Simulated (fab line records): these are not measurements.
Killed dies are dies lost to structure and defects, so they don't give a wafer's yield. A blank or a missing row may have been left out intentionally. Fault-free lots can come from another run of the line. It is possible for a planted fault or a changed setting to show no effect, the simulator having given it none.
Which tool did it? | flow n5Finfet | 10 lots with 30 wafers sampled at 2 steps, on a route of 1938 steps

== WHAT THE GAUGES READ, wafer by wafer ==
N5_BEOL_M6_OVL_MEAS_12.
lot  | measured     | on         | M6_OVL (nm)
L076 | day 9 13:15  | overlay-02 | -0.2 0.5 0.3
L075 | day 9 16:14  | overlay-02 | 0.4 2.3 1.1
L080 | day 9 23:41  | overlay-01 | 1.3 0.8 0.4
L081 | day 11 01:47 | overlay-01 | -0.6 -1.3 0.3
L082 | day 11 07:20 | overlay-02 | -0.4 0.3 0.7
L088 | day 12 10:20 | overlay-01 | -0.8 -0.7 -1.1
L085 | day 12 12:33 | overlay-02 | -0.5 1.1 0.6
L089 | day 12 19:44 | overlay-01 | 0.2 -0.7 -0.1
L095 | day 14 00:45 | overlay-01 | 1.2 -0.2 -0.7
L096 | day 14 16:29 | overlay-02 | -1.7 -0.7 -1.3

== EACH LOT AND THE TOOL THAT RAN IT (in order: tool; ch and the chambers of the sampled wafers; start) ==
lot  | N5_BEOL_M5_PRE_CLEAN_77
L076 | cvdCo-02 ch 0,2, day 9 10:59
L075 | cvdCo-02 ch 0,2, day 9 13:44
L080 | cvdCo-01 ch 0,1, day 9 21:02
L081 | cvdCo-02 ch 0,2, day 10 20:19
L082 | cvdCo-02 ch 0,1, day 11 04:14
L088 | cvdCo-02 ch 1,2, day 12 05:51
L085 | cvdCo-01 ch 0,1,2, day 12 10:41
L089 | cvdCo-01 ch 0,2, day 12 17:10
L095 | cvdCo-01 ch 0,1,2, day 13 22:01
L096 | cvdCo-02 ch 0,1, day 14 13:18
- N5_BEOL_M5_PRE_CLEAN_77: time 15 s.

== THE ANSWER, worked out from the rows above alone ==
Rule: what is usual is taken from the lots themselves. The widest of any qualifying gaps counts: lots, ordered by their means at a reading, are off when they make up no more than a third of the lots, leave a main group of 4 or more, and stand apart from it by 3 or more times the standard deviation of that group's means. A main group is skipped when, at the precision printed for the reading in the tables above, its means are all equal. Also off: a lot with no number at a reading for which 4 or more lots have one. All remaining lots with rows at the step are treated as sound.
Nothing can be told from this: no lot is off at any reading shown.

== WHAT HAD BEEN PUT IN BY THE SIMULATOR ==
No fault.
